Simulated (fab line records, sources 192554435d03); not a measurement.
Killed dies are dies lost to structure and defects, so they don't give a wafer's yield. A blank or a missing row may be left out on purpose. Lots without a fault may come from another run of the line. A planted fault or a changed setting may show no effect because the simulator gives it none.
A struck lot beside a sound one | flow n5_finfet | 38 steps out of a route of 1938
Sound: wafers L203.1, L203.2, L203.6. Struck: wafers L198.1, L198.3, L198.6. The cause comes at the end.
At each step with rows: each side's tool, then ch and its chambers, then its first start. Under that, the readings that differ: sound wafers | struck wafers | difference of the means | sigmas: that difference in standard deviations of wafers without a fault.
alike: readings whose means differ by less than 2 such deviations, and words and numbers that are the same on both sides. not compared: withheld readings, readings that some wafer has no value for, bounds like >300 that may hide the same value, and numbers for which the record gives no deviation and whose values overlap.
The two part at a step that has a row with sigmas, a row that says differs or no value, or rows on one side only. Numbers that don't overlap but have no deviation are shown without sigmas and don't part them. A reading that every wafer of one side lacks parts them only if that side has two wafers or more.

first, 9 steps without rows for these wafers: N5_BEOL_M4_ANNEAL_95 (time 240 s); N5_BEOL_M4_SPUTTER_96 (material Cu, target thk 4.5 nm, time 8.29 s); N5_BEOL_M4_ECD_50 (material Cu, target thk 300 nm); N5_BEOL_M4_ANNEAL_51 (time 90 s); N5_BEOL_M4_CMP_52 (polishes, stops on SiOC, t overpolish 6.8 s, target thk 40 nm); N5_BEOL_M4_PRE_CLEAN_60 (time 15 s); N5_BEOL_M4_CO_CAP_55 (material Co, precursor CCTBA/H2, target thk 2 nm, time 102.1 s); N5_BEOL_M4_PRE_CLEAN_56 (time 15 s); N5_BEOL_M4_DEP_57 (deposits SiCN from 3MS/NH3, target thk 8 nm, time 14 s).
N5_BEOL_M4_RC_MEAS_101:
  sound on prober-01 ch 0, day 13 22:40; struck on prober-01 ch 0, day 12 04:16
  alike: DIBL_N, DIBL_P, IOFF_N, IOFF_P, ION_N, ION_P, SS_N, SS_P, VT_N, VT_P
then, 24 steps without rows for these wafers: N5_BEOL_M5_ILD_DEP_00 (deposits SiCOH lowk from DEMS/porogen, target thk 140.64 nm, time 25.9 s); N5_BEOL_M5_CURE_79 (cures SiCOH lowk, time 240 s); N5_BEOL_M5_PECVD_70 (deposits SiO2 from TEOS/O2, target thk 16 nm, time 18 s); N5_BEOL_M5_HM_DEP_02 (deposits TiN, target thk 20 nm); N5_BEOL_M5_COAT_59 (time 60 s, resist thk 60 nm); N5_BEOL_M5_COAT_60 (time 60 s, resist thk 12 nm); N5_BEOL_M5_COAT_71 (time 60 s, resist thk 5 nm); N5_BEOL_M5_COAT_05 (resist thk 30 nm); N5_BEOL_M5_EBR_07; N5_BEOL_M5_SOFTBAKE_06 (time 60 s); N5_BEOL_M5_EXPOSE_08 (exposes mask M5, target cd 28 nm); N5_BEOL_M5_PEB_09 (peb time 60 s); N5_BEOL_M5_DEVELOP_10 (develop time 30 s); N5_BEOL_M5_DESCUM_16 (chemistry O2, time 7 s); N5_BEOL_M5_ETCH_72 (etches underlayer in N2/H2, target depth 6.5 nm, time 5.2 s); N5_BEOL_M5_ETCH_61 (etches SiARC in CF4, target depth 15.6 nm, time 26 s); N5_BEOL_M5_ETCH_62 (etches SOC in N2/H2, target depth 75 nm, overetch 15 nm, time 112.5 s); N5_BEOL_M5_STRIP_63 (strips in N2/H2); N5_BEOL_M5_STRIP_73 (strips in N2/H2); N5_BEOL_M5_STRIP_64 (strips in CF4); N5_BEOL_M5_HM_OPEN_17 (chemistry Cl2/BCl3, target TiN, target depth 20 nm, overetch 6 nm); N5_BEOL_M5_STRIP_19 (strips in O2); N5_BEOL_M5_COAT_65 (time 60 s, resist thk 60 nm); N5_BEOL_M5_COAT_66 (time 60 s, resist thk 12 nm).
N5_BEOL_M8_TRENCH_ETCH_37: etches SiCOH lowk in C4F6/O2, target depth 93.478 nm, time 31.2 s.
  sound on rie_diel-02 ch 0,1,2, day 15 21:35; struck on rie_diel-06 ch 1,3, day 13 17:05
  no value came back on the struck wafers for any of 7 readings (C4F6_flow_sccm (sccm), O2_flow_sccm (sccm) and others); on the sound wafers C4F6_flow_sccm (sccm) reads 9.998 10.052 10.006
  reading                                    | sound          | struck         | difference | sigmas
  model.TiN_of_BEOL_M8_HM_DEP_02.thk_nm (nm) | 17.2 17.4 17.2 | 20.4 20.2 20.4 | +3.1       |
  not compared: rf_hours_counter_h
N5_BEOL_M8_OCD_MEAS_38:
  sound on ocd-01, day 15 21:45; struck on ocd-02, day 13 17:14
  reading              | sound          | struck | difference | sigmas
  trench_depth_nm (nm) | 91.2 92.2 93.1 | 0 0 0  | -92        | -71
N5_BEOL_M8_CMP_52: polishes, stops on SiCOH lowk, t overpolish 6.9 s, target thk 80 nm.
  sound on cmp-01 ch 0,1, day 16 00:40; struck on cmp-01 ch 1,3, day 13 20:26
  reading                                | sound          | struck  | difference | sigmas
  model.Cu_of_BEOL_M8_ECD_50.thk_nm (nm) | 76.8 77.6 78.8 | 0 0 1.2 | -77        |
  alike: motor_current_A
-- the record jumps here: 3 days lie between the struck wafers' starts before and after (it left off in module BEOL_M8 and takes up again in module PASSIVATION, whose first step shown is number 1936 of the route) --
N5_PASSIVATION_PROBE_49:
  the record has rows for the struck wafers here (prober-01, day 16 22:39) and none for the sound ones

WHERE THEY PART
First at N5_BEOL_M8_TRENCH_ETCH_37; last, within this record, at N5_PASSIVATION_PROBE_49.

WHY: what the simulator had put in
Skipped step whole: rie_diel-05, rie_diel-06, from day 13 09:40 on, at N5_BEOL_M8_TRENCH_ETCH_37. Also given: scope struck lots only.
